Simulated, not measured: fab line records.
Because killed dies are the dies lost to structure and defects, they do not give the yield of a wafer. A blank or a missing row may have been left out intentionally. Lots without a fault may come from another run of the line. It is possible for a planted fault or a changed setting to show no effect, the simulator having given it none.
fab line records ; flow n5_finfet
record: lots: 12; wafers: 32; last_day: 18
route steps=1938 shown MIM_TOP_LITHO@1849 MIM_TOP_ETCH@1851 MIM_BOT_LITHO@1862 PASSIVATION@1936
lots that met no fault: from a run of the same line without faults
start_h: start of the lot's first displayed wafer, in hours after the record's first day ; wait_h: time in hours since the lot's previous step ; " unchanged from the row above ; L1.1+2: a single row standing in for several wafers ; - value missing, or start not given ; * or withheld: withheld ; < > ~ a bound
route shown NAME@n: a module of which the file shows steps, and the number in the route of the first ; usual: average and standard deviation across the fault-free wafers ; same: alike in all rows ; chamber/n: place in a boat ; sites: each site's reading ; _std_site: the standard deviation of these ; _edge_site: mean of outer sites minus mean of inner sites ; radius_mm: how far each site lies from the wafer's centre ; mask NAME#n: copy n ; behind: the last tool/chamber to shape the wafer ; hold: reason for holding the lot/hours on hold/outcome of the hold ; device: which transistor (n, p or np) failed to switch ; end of line: tests of these same wafers at the route's end ; a step given without rows: its recipe and nothing more ; killed: count of dies lost to structure and defects at first sort (not the wafer's yield) ; map: shows each die of a wafer: x if killed, . if not, _ if none is there
set.NAME: the run value of the setting; set.NAME@STEP: its run value at that earlier step ; model.NAME: the simulator's own value behind a step, which no gauge read
the route's steps for a sample of lots (tables are steps, rows are wafers)
services: a tool's chamber out of use, with start hour (start_h, from the record's first day; less than 0 if before it), hours out, and reason
== steps ==
step: N5_MIM_TOP_LITHO_INSPECT_12
recipe: mode: adi; inspect_instrument: macro
usual: raw_defect_count: 2.2/1.3
lot.wafer;tool;chamber;start_h;wait_h;raw_defect_count
L103.1;defect_inspect-01;-;262.51;0.0;1
L103.2;defect_inspect-01;-;262.51;0.0;3
L103.3;defect_inspect-01;-;262.51;0.0;2
L105.1;defect_inspect-02;-;265.36;0.0;2
L105.4;defect_inspect-02;-;265.36;0.0;2
L105.6;defect_inspect-02;-;265.36;0.0;1
L104.1;defect_inspect-02;-;276.02;0.0;2
L104.4;defect_inspect-02;-;276.02;0.0;2
L106.2;defect_inspect-02;-;283.08;0.0;1
L106.4;defect_inspect-02;-;283.08;0.0;3
L106.6;defect_inspect-02;-;283.08;0.0;4
L107.1;defect_inspect-02;-;288.18;0.0;3
L107.3;defect_inspect-02;-;288.18;0.0;2
L107.4;defect_inspect-02;-;288.18;0.0;2
L108.2;defect_inspect-01;-;313.47;0.0;1
L108.3;defect_inspect-01;-;313.47;0.0;1
L108.6;defect_inspect-01;-;313.47;0.0;2
L110.4;defect_inspect-02;-;314.73;0.0;0
L110.5;defect_inspect-02;-;314.73;0.0;2
L111.1;defect_inspect-02;-;317.02;0.0;1
L111.5;defect_inspect-02;-;317.02;0.0;2
L112.4;defect_inspect-02;-;322.89;0.0;2
L112.6;defect_inspect-02;-;322.89;0.0;5
L109.1;defect_inspect-01;-;323.15;0.0;3
L109.3;defect_inspect-01;-;323.15;0.0;4
L109.6;defect_inspect-01;-;323.15;0.0;2
L114.1;defect_inspect-01;-;338.22;0.0;2
L114.3;defect_inspect-01;-;338.22;0.0;3
L114.5;defect_inspect-01;-;338.22;0.0;0
L125.1;defect_inspect-02;-;411.75;0.0;2
L125.5;defect_inspect-02;-;411.75;0.0;3
L125.6;defect_inspect-02;-;411.75;0.0;2
step: N5_MIM_TOP_ETCH_ETCH_00
recipe: chemistry: Cl2/BCl3; target: TiN; target_depth_a: 385; ion_energy_ev: 150; pressure_mtorr: 10; icp_w: 1000; bias_w: 126; Cl2_flow_sccm: 53.25; bcl3_flow_sccm: 21.75; Ar_flow_sccm: 25
usual: bias_w: 125.9/0.37; drypump_motor_current_A: 5.8/0.35; mfc_cl2_sccm: 53.25/0.15; oes_product_au: 0.84/0.075; throttle_valve_pct: 22.57/0.19
lot.wafer;tool;chamber;start_h;wait_h;bias_w;drypump_motor_current_A;mfc_cl2_sccm;oes_product_au;rf_hours_counter_h;throttle_valve_pct
L103.1;rie_metal-03;1;262.63;0.1;125.5;5.8;53.25;0.95;6;22.65
L103.2;rie_metal-03;0;262.63;0.1;126.0;5.6;53.24;0.65;92;22.89
L103.3;rie_metal-03;0;262.63;0.1;125.4;5.6;53.20;0.65;-;22.89
L105.1;rie_metal-02;1;265.49;0.1;125.5;6.3;53.02;0.87;16;22.61
L105.4;rie_metal-02;1;265.49;0.1;125.9;6.3;52.97;0.88;-;22.61
L105.6;rie_metal-02;1;265.49;0.1;126.0;6.3;53.09;0.87;-;22.61
L104.1;rie_metal-02;1;276.14;0.1;126.0;6.3;53.58;0.86;18;22.62
L104.4;rie_metal-02;1;276.14;0.1;125.8;6.3;53.28;0.87;-;22.62
L106.2;rie_metal-02;0;283.28;0.1;126.3;5.2;53.30;0.85;9;22.49
L106.4;rie_metal-02;0;283.28;0.1;125.3;5.2;53.39;0.85;-;22.49
L106.6;rie_metal-02;1;283.28;0.1;125.6;6.3;52.97;0.87;-;22.62
L107.1;rie_metal-01;0;288.41;0.1;126.0;6.0;53.24;0.93;5;22.24
L107.3;rie_metal-01;1;288.41;0.1;126.3;5.8;53.32;0.83;-;22.70
L107.4;rie_metal-01;0;288.41;0.1;125.4;6.0;53.25;0.95;-;22.24
L108.2;rie_metal-01;0;313.60;0.1;126.2;6.0;53.42;0.92;7;22.24
L108.3;rie_metal-01;0;313.60;0.1;125.8;6.1;53.20;0.93;-;22.25
L108.6;rie_metal-01;0;313.60;0.1;126.2;6.0;53.15;0.93;-;22.25
L110.4;rie_metal-01;1;314.89;0.1;126.4;5.7;52.94;0.83;-;22.69
L110.5;rie_metal-01;1;314.89;0.1;126.0;5.7;53.11;0.82;-;22.69
L111.1;rie_metal-02;0;317.76;0.1;125.8;5.2;53.35;0.84;11;22.49
L111.5;rie_metal-02;1;317.76;0.1;125.7;6.3;53.27;0.86;-;22.63
L112.4;rie_metal-01;0;323.05;0.1;126.2;6.1;53.12;0.92;-;22.25
L112.6;rie_metal-01;0;323.05;0.1;126.2;6.1;53.20;0.91;-;22.25
L109.1;rie_metal-01;0;323.53;0.1;126.3;6.1;53.22;0.92;8;22.25
L109.3;rie_metal-01;1;323.53;0.1;126.1;5.7;52.97;0.83;-;22.69
L109.6;rie_metal-01;1;323.53;0.1;126.6;5.7;53.21;0.82;-;22.70
L114.1;rie_metal-01;0;338.35;0.1;119.9;6.0;53.28;0.89;10;22.25
L114.3;rie_metal-01;1;338.35;0.1;125.8;5.7;53.22;0.80;-;22.71
L114.5;rie_metal-01;1;338.35;0.1;126.7;5.7;53.37;0.81;-;22.72
L125.1;rie_metal-02;1;411.87;0.1;126.1;6.2;53.22;0.83;28;22.63
L125.5;rie_metal-02;0;411.87;0.1;125.7;5.2;53.27;0.79;-;22.52
L125.6;rie_metal-02;1;411.87;0.1;126.0;6.3;52.82;0.83;-;22.65
step: N5_MIM_TOP_ETCH_PECVD_03
recipe: material: SiNx; target_thk_a: 200; temp_c: 400; precursor: SiH4/NH3/N2; pressure_torr: 1.5; rf_w: 300; time_s: 17.6
usual: heater_power_w: 788/140; showerhead_plenum_p_Torr: 5.14/0.071; throttle_valve_pct: 40.4/2.5
lot.wafer;tool;chamber;start_h;wait_h;heater_power_w;showerhead_plenum_p_Torr;since_wet_clean_h;throttle_valve_pct
L103.1;pecvd-01;1;262.84;-;595;5.21;1873;40.0
L103.2;pecvd-01;2;262.84;-;966;5.21;393;37.6
L103.3;pecvd-01;0;262.84;-;754;5.03;1148;41.2
L105.1;pecvd-02;2;265.81;-;767;5.24;34;36.3
L105.4;pecvd-02;1;265.81;-;731;5.12;-;42.4
L105.6;pecvd-02;0;265.81;-;658;5.13;-;40.3
L104.1;pecvd-04;2;276.47;-;912;5.13;589;37.3
L104.4;pecvd-04;0;276.47;-;975;5.15;-;44.2
L106.2;pecvd-02;0;283.53;-;614;5.13;806;40.5
L106.4;pecvd-02;2;283.53;-;679;5.25;-;36.0
L106.6;pecvd-02;1;283.53;-;651;5.12;-;42.2
L107.1;pecvd-01;1;288.61;-;642;5.21;1899;39.8
L107.3;pecvd-01;0;288.61;-;756;5.05;1174;41.2
L107.4;pecvd-01;2;288.61;-;940;5.22;-;37.9
L108.2;pecvd-04;0;313.83;-;861;5.14;1380;44.4
L108.3;pecvd-04;2;313.83;-;792;5.13;626;37.8
L108.6;pecvd-04;0;313.83;-;858;5.15;-;44.6
L110.4;pecvd-04;2;315.13;-;886;5.12;-;38.0
L110.5;pecvd-04;1;315.13;-;855;5.03;-;43.5
L111.1;pecvd-04;1;318.08;-;958;5.05;2109;43.5
L111.5;pecvd-04;0;318.08;-;867;5.15;-;44.4
L112.4;pecvd-04;2;323.24;-;895;5.14;-;37.9
L112.6;pecvd-04;1;323.24;-;908;5.04;-;44.0
L109.1;pecvd-01;0;323.74;-;673;5.03;1209;41.5
L109.3;pecvd-01;1;323.74;-;634;5.20;1934;39.7
L109.6;pecvd-01;1;323.74;-;626;5.21;-;40.0
L114.1;pecvd-02;0;338.56;-;603;5.12;861;41.1
L114.3;pecvd-02;1;338.56;-;724;5.13;1586;42.4
L114.5;pecvd-02;1;338.56;-;717;5.12;-;42.7
L125.1;pecvd-02;0;412.12;-;647;5.14;935;41.1
L125.5;pecvd-02;0;412.12;-;636;5.14;-;41.2
L125.6;pecvd-02;1;412.12;-;769;5.12;-;42.3
step: N5_MIM_BOT_LITHO_CD_MEAS_08
recipe: target_cd_nm: 3000; landing_energy_ev: 500; detector: se_inlens; polarity: opening
usual: cd_nm: 2999.9/2.1
same: landing_energy_ev: 500
lot.wafer;tool;chamber;start_h;wait_h;cd_nm
L103.1;cd_sem-01;0;263.19;-;2997.2
L103.2;cd_sem-01;0;263.19;-;3004.0
L103.3;cd_sem-01;0;263.19;-;3000.5
L105.1;cd_sem-03;0;266.29;-;2998.4
L105.4;cd_sem-03;0;266.29;-;2999.0
L105.6;cd_sem-03;0;266.29;-;2999.9
L104.1;cd_sem-02;0;276.95;-;2999.2
L104.4;cd_sem-02;0;276.95;-;2999.1
L106.2;cd_sem-03;0;284.01;-;2999.6
L106.4;cd_sem-03;0;284.01;-;3000.7
L106.6;cd_sem-03;0;284.01;-;3002.2
L107.1;cd_sem-01;0;289.09;-;3000.1
L107.3;cd_sem-01;0;289.09;-;2998.4
L107.4;cd_sem-01;0;289.09;-;2998.7
L108.2;cd_sem-01;0;314.18;-;2996.4
L108.3;cd_sem-01;0;314.18;-;3000.6
L108.6;cd_sem-01;0;314.18;-;2999.0
L110.4;cd_sem-01;0;315.47;-;3000.8
L110.5;cd_sem-01;0;315.47;-;2998.5
L111.1;cd_sem-03;0;318.44;-;3002.6
L111.5;cd_sem-03;0;318.44;-;3000.0
L112.4;cd_sem-02;0;323.57;-;2997.7
L112.6;cd_sem-02;0;323.57;-;3002.8
L109.1;cd_sem-03;0;324.22;-;2999.6
L109.3;cd_sem-03;0;324.22;-;3001.0
L109.6;cd_sem-03;0;324.22;-;3002.7
L114.1;cd_sem-03;0;339.05;-;2995.8
L114.3;cd_sem-03;0;339.05;-;2997.2
L114.5;cd_sem-03;0;339.05;-;3000.2
L125.1;cd_sem-03;0;412.47;-;2999.6
L125.5;cd_sem-03;0;412.47;-;3003.0
L125.6;cd_sem-03;0;412.47;-;3003.0
step: N5_PASSIVATION_PROBE_49
usual: defect_limited_yield: 91.5/1.5; killed_at_M0_to_M3: 33/9.9; killed_at_M4_up: 14/5.2; killed_at_contacts: 11/5.2; killed_at_front_end: 38/10; killed_at_other: 4/3.5; killed_dies: 100/18; killed_open: 66/14; killed_short: 32/6.9; sort_bin_5_function: 5.0/1; sort_bin_6_memory: 3.1/0.69; sort_bin_8_speed: 0.03/0.26; sort_n_pass: 1080/18; sort_yield_pct: 91.5/1.5
same: gross_dies: 1180; killed_at_back_side: 0; sort_bin_4_leakage[%]: 0
lot.wafer;tool;chamber;start_h;wait_h;defect_limited_yield[%];killed_at_M0_to_M3;killed_at_M4_up;killed_at_contacts;killed_at_front_end;killed_at_other;killed_dies;killed_open;killed_short;sort_bin_5_function[%];sort_bin_6_memory[%];sort_bin_8_speed[%];sort_n_pass;sort_yield_pct[%]
L104.1;prober-02;-;287.44;0.0;89.7;48;19;9;30;15;121;84;36;6.1;4.1;0;1059;89.7
L104.4;prober-02;-;287.59;0.2;91.0;32;19;10;38;7;106;71;35;4.8;4.0;0;1074;91.0
L106.2;prober-01;-;292.70;0.1;93.4;35;8;13;18;4;78;51;26;4.2;2.2;0;1102;93.4
L106.4;prober-01;-;292.80;0.2;93.5;19;15;11;28;4;77;54;22;3.9;2.5;0;1103;93.5
L106.6;prober-01;-;292.90;0.3;89.7;38;5;17;59;2;121;73;47;5.9;3.8;0;1059;89.7
L107.1;prober-01;-;297.51;0.0;92.7;23;8;14;37;4;86;57;28;4.6;2.5;0;1094;92.7
L107.3;prober-01;-;297.61;0.1;91.0;36;16;21;32;1;106;72;34;5.8;3.0;0;1074;91.0
L107.4;prober-01;-;297.66;0.2;92.0;37;11;13;28;5;94;60;34;4.7;2.8;0;1086;92.0
L108.2;prober-01;-;324.03;0.1;92.4;28;15;13;25;9;90;61;28;4.2;3.1;0;1090;92.4
L108.3;prober-01;-;324.08;0.1;93.1;14;12;14;30;11;81;49;28;4.9;1.7;0;1099;93.1
L108.6;prober-01;-;324.23;0.3;92.5;22;14;10;30;12;88;55;27;4.6;2.9;0;1092;92.5
L110.4;prober-02;-;324.38;0.2;90.8;30;13;5;52;8;108;67;34;5.3;2.8;0;1072;90.8
L110.5;prober-02;-;324.43;0.2;89.7;36;15;6;52;12;121;87;22;6.0;3.6;0;1059;89.7
L111.1;prober-02;-;327.71;0.0;91.7;39;22;8;21;8;98;64;34;4.4;3.6;0;1082;91.7
L111.5;prober-02;-;327.91;0.2;90.9;36;15;26;26;4;107;67;40;5.3;3.1;0;1073;90.9
L112.4;prober-02;-;332.19;0.2;92.4;33;8;12;35;2;90;60;29;4.7;3.0;0;1090;92.4
L112.6;prober-02;-;332.29;0.3;94.9;16;5;13;24;2;60;43;16;3.5;1.6;0;1120;94.9
L109.1;prober-02;-;333.61;0.1;93.1;25;11;8;37;1;82;51;31;3.6;2.9;0;1098;93.1
L109.3;prober-02;-;333.71;0.2;91.3;31;15;12;44;1;103;68;29;5.1;2.9;0;1077;91.3
L109.6;prober-02;-;333.86;0.4;91.4;50;16;3;32;1;102;59;37;5.1;2.9;0;1078;91.4
L125.1;prober-01;-;421.61;0.0;92.8;40;13;12;19;1;85;57;24;4.4;2.5;0;1095;92.8
L125.5;prober-01;-;421.81;0.2;90.2;39;11;17;48;1;116;85;30;6.4;3.1;0;1064;90.2
L125.6;prober-01;-;421.86;0.3;91.9;27;10;15;42;2;96;68;27;5.5;2.5;0;1084;91.9
killed by level:class
L104.1 BEOL_M0_SAQP:geometric_particle:open=11 STI_FIN_REVEAL:geometric_particle:open=10 BEOL_M2:geometric_particle:open=10 FIN_SAQP:geometric_particle:open=9 BEOL_M4:geometric_particle:open=9 MOL_CONTACT_COAG:geometric_particle:open=8 BEOL_M0_SAQP:geometric_particle:short=6 BEOL_M1:geometric_particle:open=6
L104.4 FIN_SAQP:geometric_particle:short=11 FIN_SAQP:geometric_particle:open=8 MOL_CONTACT_COAG:geometric_particle:open=8 BEOL_M0_SAQP:geometric_particle:open=6 STI_FIN_REVEAL:geometric_particle:open=6 BEOL_M0_SAQP:geometric_particle:short=6 BEOL_M4:geometric_particle:open=6 BEOL_M5:geometric_particle:open=5
L106.2 MOL_CONTACT_COAG:geometric_particle:open=11 BEOL_M2:geometric_particle:open=10 BEOL_M0_SAQP:geometric_particle:open=8 BEOL_M0_SAQP:geometric_particle:short=7 STI_FIN_REVEAL:geometric_particle:open=5 BEOL_M4:geometric_particle:open=4 BEOL_M2:geometric_particle:short=3 FIN_SAQP:geometric_particle:short=3
L106.4 MOL_CONTACT_COAG:geometric_particle:open=8 BEOL_M0_SAQP:geometric_particle:open=6 FIN_SAQP:geometric_particle:short=4 FIN_SAQP:geometric_particle:open=4 STI_FIN_REVEAL:geometric_particle:open=4 GATE_CUT:geometric_particle:open=4 BEOL_M2:geometric_particle:open=4 BEOL_M7:geometric_particle:open=4
L106.6 STI_FIN_REVEAL:geometric_particle:open=19 MOL_CONTACT_COAG:geometric_particle:open=16 BEOL_M0_SAQP:geometric_particle:short=16 BEOL_M0_SAQP:geometric_particle:open=12 FIN_SAQP:geometric_particle:short=10 FIN_SAQP:geometric_particle:open=8 GATE_CUT:geometric_particle:short=6 GATE_CUT:geometric_particle:open=4
L107.1 MOL_CONTACT_COAG:geometric_particle:open=10 FIN_SAQP:geometric_particle:open=9 BEOL_M0_SAQP:geometric_particle:open=7 BEOL_M0_SAQP:geometric_particle:short=7 GATE_CUT:geometric_particle:open=6 STARTING-WAFER:geometric_particle:short=6 BEOL_M2:geometric_particle:open=5 DUMMY_GATE:geometric_particle:open=4
L107.3 MOL_CONTACT_COAG:geometric_particle:open=17 BEOL_M1:geometric_particle:open=10 FIN_SAQP:geometric_particle:short=9 BEOL_M0_SAQP:geometric_particle:short=7 DUMMY_GATE:geometric_particle:open=6 BEOL_M0_SAQP:geometric_particle:open=5 BEOL_M0:geometric_particle:open=5 BEOL_M4:geometric_particle:open=5
L107.4 MOL_CONTACT_COAG:geometric_particle:open=9 BEOL_M0_SAQP:geometric_particle:open=9 BEOL_M2:geometric_particle:open=9 BEOL_M0_SAQP:geometric_particle:short=7 GATE_CUT:geometric_particle:short=6 BEOL_M1:geometric_particle:open=6 FIN_SAQP:geometric_particle:short=4 STI_FIN_REVEAL:geometric_particle:open=4
L108.2 MOL_CONTACT_COAG:geometric_particle:open=11 BEOL_M1:geometric_particle:open=9 STI_FIN_REVEAL:geometric_particle:open=6 MIM_TOP_ETCH:geometric_particle:short=6 BEOL_M0_SAQP:geometric_particle:open=4 BEOL_M2:geometric_particle:open=4 BEOL_M4:geometric_particle:open=4 STARTING-WAFER:geometric_particle:short=4
L108.3 MOL_CONTACT_COAG:geometric_particle:open=11 BEOL_M0_SAQP:geometric_particle:short=6 DUMMY_GATE:geometric_particle:open=5 GATE_CUT:geometric_particle:short=5 BEOL_M4:geometric_particle:open=5 STARTING-WAFER:geometric_particle:open=4 PASSIVATION:area_etch=4 FIN_SAQP:geometric_particle:open=3
L108.6 FIN_SAQP:geometric_particle:open=9 MOL_CONTACT_COAG:geometric_particle:open=9 BEOL_M0_SAQP:geometric_particle:open=7 BEOL_M0_SAQP:geometric_particle:short=4 BEOL_M2:geometric_particle:open=4 BEOL_M4:geometric_particle:open=4 MIM_TOP_ETCH:geometric_particle:open=4 PASSIVATION:area_etch=4
L110.4 BEOL_M3:geometric_particle:open=10 DUMMY_GATE:geometric_particle:open=9 FIN_SAQP:geometric_particle:short=8 BEOL_M0_SAQP:geometric_particle:short=7 HKMG_FIN:area_etch=7 FIN_SAQP:geometric_particle:open=6 MOL_CONTACT_COAG:geometric_particle:open=5 BEOL_M0_SAQP:geometric_particle:open=5
L110.5 FIN_SAQP:geometric_particle:open=18 BEOL_M3:geometric_particle:open=16 STI_FIN_REVEAL:geometric_particle:open=9 PASSIVATION:area_etch=7 FIN_SAQP:geometric_particle:short=6 BEOL_M0_SAQP:geometric_particle:open=6 BEOL_M1:geometric_particle:open=6 MOL_CONTACT_COAG:geometric_particle:open=5
L111.1 BEOL_M4:geometric_particle:open=12 BEOL_M0_SAQP:geometric_particle:short=8 BEOL_M0_SAQP:geometric_particle:open=7 BEOL_M1:geometric_particle:open=6 MOL_CONTACT_COAG:geometric_particle:open=6 BEOL_M3:geometric_particle:open=5 STARTING-WAFER:geometric_particle:open=5 GATE_CUT:geometric_particle:short=4
L111.5 MOL_CONTACT_COAG:geometric_particle:open=19 BEOL_M0_SAQP:geometric_particle:short=10 BEOL_M0_SAQP:geometric_particle:open=9 BEOL_M4:geometric_particle:open=9 MOL_CONTACT_COAG:geometric_particle:short=7 GATE_CUT:geometric_particle:short=6 BEOL_M2:geometric_particle:open=6 BEOL_M2:geometric_particle:short=4
L112.4 STI_FIN_REVEAL:geometric_particle:open=13 BEOL_M0_SAQP:geometric_particle:short=12 MOL_CONTACT_COAG:geometric_particle:open=11 BEOL_M0_SAQP:geometric_particle:open=9 FIN_SAQP:geometric_particle:short=7 DUMMY_GATE:geometric_particle:open=5 BEOL_M4:geometric_particle:open=4 FIN_SAQP:geometric_particle:open=3
L112.6 MOL_CONTACT_COAG:geometric_particle:open=12 FIN_SAQP:geometric_particle:open=7 BEOL_M0_SAQP:geometric_particle:open=7 FIN_SAQP:geometric_particle:short=4 STARTING-WAFER:geometric_particle:open=4 BEOL_M0_SAQP:geometric_particle:short=3 BEOL_M2:geometric_particle:open=3 DUMMY_GATE:geometric_particle:open=2
L109.1 FIN_SAQP:geometric_particle:open=9 BEOL_M0_SAQP:geometric_particle:short=7 FIN_SAQP:geometric_particle:short=6 MOL_CONTACT_COAG:geometric_particle:open=6 BEOL_M0_SAQP:geometric_particle:open=6 BEOL_M3:geometric_particle:open=6 GATE_CUT:geometric_particle:short=5 STI_FIN_REVEAL:geometric_particle:open=4
L109.3 FIN_SAQP:geometric_particle:open=14 MOL_CONTACT_COAG:geometric_particle:open=12 BEOL_M4:geometric_particle:open=12 BEOL_M0_SAQP:geometric_particle:short=9 FIN_SAQP:geometric_particle:short=7 DUMMY_GATE:geometric_particle:open=6 BEOL_M0_SAQP:geometric_particle:open=6 HKMG_FIN:area_etch=6
L109.6 BEOL_M0_SAQP:geometric_particle:open=26 BEOL_M0_SAQP:geometric_particle:short=22 FIN_SAQP:geometric_particle:open=9 BEOL_M4:geometric_particle:open=7 HKMG_FIN:area_etch=6 FIN_SAQP:geometric_particle:short=5 STI_FIN_REVEAL:geometric_particle:open=4 ILD0:geometric_particle:short=3
L125.1 MOL_CONTACT_COAG:geometric_particle:open=10 BEOL_M1:geometric_particle:open=10 BEOL_M3:geometric_particle:open=8 BEOL_M3:geometric_particle:short=8 FIN_SAQP:geometric_particle:short=6 BEOL_M0_SAQP:geometric_particle:open=6 FIN_SAQP:geometric_particle:open=5 BEOL_M0_SAQP:geometric_particle:short=4
L125.5 FIN_SAQP:geometric_particle:open=18 STI_FIN_REVEAL:geometric_particle:open=13 MOL_CONTACT_COAG:geometric_particle:open=13 BEOL_M3:geometric_particle:open=8 BEOL_M2:geometric_particle:open=8 BEOL_M0_SAQP:geometric_particle:open=7 BEOL_M0_SAQP:geometric_particle:short=6 FIN_SAQP:geometric_particle:short=4
L125.6 MOL_CONTACT_COAG:geometric_particle:open=12 BEOL_M3:geometric_particle:open=12 DUMMY_GATE:geometric_particle:open=8 FIN_SAQP:geometric_particle:open=7 BEOL_M0_SAQP:geometric_particle:short=7 GATE_CUT:geometric_particle:short=6 FIN_SAQP:geometric_particle:short=5 BEOL_M0_SAQP:geometric_particle:open=5
== services ==
tool;chamber;start_h;hours;kind
pecvd-04;-;242.28;1.9;repair
rie_metal-03;-;243.62;1.0;repair
pecvd-04;-;254.34;14.9;repair
pecvd-02;0;269.66;11.3;repair
rie_metal-02;1;284.88;5.2;repair
pecvd-02;1;291.40;27.1;repair
pecvd-04;2;298.62;3.8;repair
pecvd-02;-;301.70;28.1;pm
rie_metal-02;1;336.28;8.6;repair
pecvd-02;-;378.71;0.6;repair
pecvd-04;1;383.69;-;clean
pecvd-04;1;383.69;-;consumable_replace:showerhead
pecvd-04;1;383.69;29.0;scheduled_down
pecvd-04;1;383.69;29.0;vent_cycle
rie_metal-03;0;393.20;-;clean
rie_metal-03;0;393.20;16.3;scheduled_down
rie_metal-03;0;393.20;16.3;vent_cycle
pecvd-04;0;394.81;9.0;repair
pecvd-02;-;401.37;1.5;repair
pecvd-01;1;401.91;6.1;repair
== key ==
first_sign: step: N5_MIM_TOP_ETCH_ETCH_00; reading: bias_w; direction: down; sigmas: 16; usual: *; struck: *
effect none on later readings
met_at N5_MIM_TOP_ETCH_ETCH_00
struck_lots L114
struck_wafers L114.1
not_acting_at N5_MIM_TOP_LITHO_INSPECT_12,N5_MIM_TOP_ETCH_PECVD_03,N5_MIM_BOT_LITHO_CD_MEAS_08
onset_between 323.53 338.35
fault: kind: process_parameter_drift; tool: rie_metal-01; chamber: 0; onset_h: 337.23; steps: N5_MIM_TOP_ETCH_ETCH_00; channel: bias_w; offset: *; shape: step; end_h: 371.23; acts_in: *; stated: *
